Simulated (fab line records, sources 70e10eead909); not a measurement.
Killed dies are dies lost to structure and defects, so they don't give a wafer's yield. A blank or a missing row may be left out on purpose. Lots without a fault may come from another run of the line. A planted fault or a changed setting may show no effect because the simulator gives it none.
Problem report in the 8D (eight disciplines) form, filled by code | flow nand_harc | the parts of the form that need people (team, actions taken, sign-off) are left out

1. THE PROBLEM
run_length_s at NHARC_P_CONTACT_ETCH_35 reads a mean of 67.2 s on 3 wafers of 2 lots; wafers without a fault read 86.3 s with a standard deviation of 0.44. That is -43 standard deviations from the usual mean.
The step: etches the open film in CF4, target depth 39 nm, time 65 s.
First seen on wafer L533.2, day 7 01:34, on rie_diel-13. The record holds 42 wafers of 14 lots with a number at this step. Rule for "out", or "out of limits": more than 4 standard deviations from the usual mean. The other wafers with a number count as sound.

2. WHAT IT IS AND WHAT IT IS NOT
question                    | is                     | is not
which readings at this step | run_length_s           | drypump_motor_current_A, oes_product_au, rf_vpp_V, showerhead_plenum_p_Torr
which lots                  | L533, L534             | L527, L528, L529, L530, L531, L544, L545, L546, L547, L548, L549, L550
which wafers of those lots  | L533.2, L534.2, L534.6 | L533.4, L533.5, L534.5
read on which tools         | rie_diel-13            | rie_diel-02, rie_diel-03
when                        | from day 7 01:34       | up to then (17 sound wafers); but 22 sound wafers of L534, L544, L545, L546, L547, L548, L549, L550 came after

3. SUSPECTS, AND WHAT RULES EACH OUT
Counting: a tool at a process step up to the reading stays a suspect if it ran every lot that is out. Sound lots after the first of them don't rule it out here, since some wafers of a struck lot are sound.
- plasma_asher-02 at NHARC_P_GATE_STRIP_112 (strips in N2/H2, time 200 s): kept. It ran every lot that is out, first L533 (day 6 19:32); its last sound lot up to then is L530 (day 6 05:19).
- pecvd-04 at NHARC_P_CONTACT_DEP_00 (deposits SiO2, target thk 500 nm): kept. It ran every lot that is out, first L533 (day 7 01:34); its last sound lot up to then is L529 (day 6 03:38). NHARC_P_CONTACT_DEP_00 gives no start for some lots, so the hours and the order of its lots are those of NHARC_P_CONTACT_ETCH_35.
- rie_diel-13 at NHARC_P_CONTACT_ETCH_35 (etches the open film in CF4, target depth 39 nm, time 65 s): kept. It ran every lot that is out, first L533 (day 7 01:34); its last sound lot up to then is L531 (day 6 10:59). Its own readings are out on those wafers: run_length_s.
- Within rie_diel-13 at NHARC_P_CONTACT_ETCH_35: the wafers that are out ran in chamber 0; their sound lot-mates ran in chambers 1, 2.
Left after counting: plasma_asher-02 at NHARC_P_GATE_STRIP_112, pecvd-04 at NHARC_P_CONTACT_DEP_00, rie_diel-13 at NHARC_P_CONTACT_ETCH_35.

4. THE CAUSE (what the simulator had put in)
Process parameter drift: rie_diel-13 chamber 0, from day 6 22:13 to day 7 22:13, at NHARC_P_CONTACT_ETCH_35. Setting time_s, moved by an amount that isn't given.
Counting left 3 suspects, and this tool is among them.

5. THE CHAIN OF EFFECTS, in route order
Each row: a reading whose mean over the struck wafers that have a number lies more than 3 standard deviations from the usual. Only readings for which the record gives a usual standard deviation are gone through. hours: the time from each lot's start at the first step in this table that gives one to its start at this step, as a median over the lots. sigmas: the change in usual standard deviations.
hours | step                    | reading      | usual  | on struck wafers | change | sigmas
0     | NHARC_P_CONTACT_ETCH_35 | run_length_s | 86.3 s | 67.2             | -19.1  | -43
The process steps in it:
- NHARC_P_CONTACT_ETCH_35: etches the open film in CF4, target depth 39 nm, time 65 s.

6. WHAT WOULD HAVE CAUGHT IT SOONER
In this record the first reading out of limits was taken at day 7 01:34, 3 hours after the fault began at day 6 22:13.
